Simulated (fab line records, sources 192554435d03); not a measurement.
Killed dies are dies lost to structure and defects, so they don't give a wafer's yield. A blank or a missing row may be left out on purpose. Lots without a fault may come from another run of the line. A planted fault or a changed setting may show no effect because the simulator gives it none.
Chamber matching | flow n5_finfet | N5_BEOL_M9_ETCH_66 on rie_diel-06: 4 sister chambers
The step etches SOC in N2/H2, target depth 80 nm, overetch 16 nm, time 120 s. 20 wafers are shown with their chamber, then 10 later ones without.

WAFERS WITH THEIR CHAMBER
wafer  | chamber | showerhead_plenum_p_Torr (Torr) | drypump_motor_current_A (A) | rf_vpp_V (V)
L076.2 | 2       | 2.71                            | 4.8                         | 528
L076.3 | 1       | 2.36                            | 5.5                         | 521
L076.5 | 3       | 2.49                            | 6.2                         | 522
L077.3 | 0       | 2.62                            | 5.6                         | 527
L077.5 | 0       | 2.61                            | 5.6                         | 525
L077.6 | 1       | 2.36                            | 5.5                         | 518
L078.2 | 2       | 2.70                            | 4.8                         | 529
L078.4 | 1       | 2.36                            | 5.5                         | 518
L078.6 | 0       | 2.61                            | 5.6                         | 526
L079.2 | 3       | 2.49                            | 6.2                         | 522
L079.3 | 0       | 2.61                            | 5.6                         | 526
L079.6 | 3       | 2.49                            | 6.2                         | 524
L084.1 | 3       | 2.49                            | 6.2                         | 523
L084.2 | 2       | 2.70                            | 4.8                         | 529
L084.4 | 1       | 2.36                            | 5.6                         | 518
L085.2 | 1       | 2.36                            | 5.5                         | 519
L085.3 | 3       | 2.48                            | 6.2                         | 522
L085.5 | 3       | 2.48                            | 6.2                         | 522
L087.1 | 3       | 2.48                            | 6.2                         | 522
L087.4 | 0       | 2.61                            | 5.7                         | 525

SIGNATURES (means of the wafers above)
reading                  | chamber 0 | chamber 1 | chamber 2 | chamber 3 | scatter within a chamber
showerhead_plenum_p_Torr | 2.6120    | 2.3600    | 2.7033    | 2.4857    | 0.00446
drypump_motor_current_A  | 5.620     | 5.520     | 4.800     | 6.200     | 0.0316
rf_vpp_V                 | 525.80    | 518.80    | 528.67    | 522.43    | 0.935
Rule: a wafer's distance from a chamber is the root of the sum, over the readings, of the square of ((its reading less the chamber's mean) divided by the reading's scatter). The wafer belongs to the nearest chamber; if the next one is less than 2 further off, it can't be placed. The scatter: the root of (the sum of the squares of (reading less its chamber's mean) over the shown wafers, divided by (wafers less chambers)).

WAFERS WITHOUT THEIR CHAMBER
wafer  | showerhead_plenum_p_Torr (Torr) | drypump_motor_current_A (A) | rf_vpp_V (V)
L087.5 | 2.48                            | 6.2                         | 523
L088.2 | 2.69                            | 4.8                         | 527
L088.5 | 2.69                            | 4.8                         | 527
L088.6 | 2.35                            | 5.5                         | 519
L095.1 | 2.48                            | 6.2                         | 523
L095.2 | 2.69                            | 4.8                         | 528
L095.4 | 2.35                            | 5.6                         | 518
L096.2 | 2.60                            | 5.6                         | 528
L096.3 | 2.35                            | 5.5                         | 518
L096.5 | 2.48                            | 6.2                         | 522

WHICH CHAMBER EACH WENT THROUGH
wafer  | from the rows above | in truth
L087.5 | 3                   | 3
L088.2 | 2                   | 2
L088.5 | 2                   | 2
L088.6 | 1                   | 1
L095.1 | 3                   | 3
L095.2 | 2                   | 2
L095.4 | 1                   | 1
L096.2 | 0                   | 0
L096.3 | 1                   | 1
L096.5 | 3                   | 3
Placed correctly: 10 of 10. Can't be placed from these rows: 0. Placed wrongly: 0.
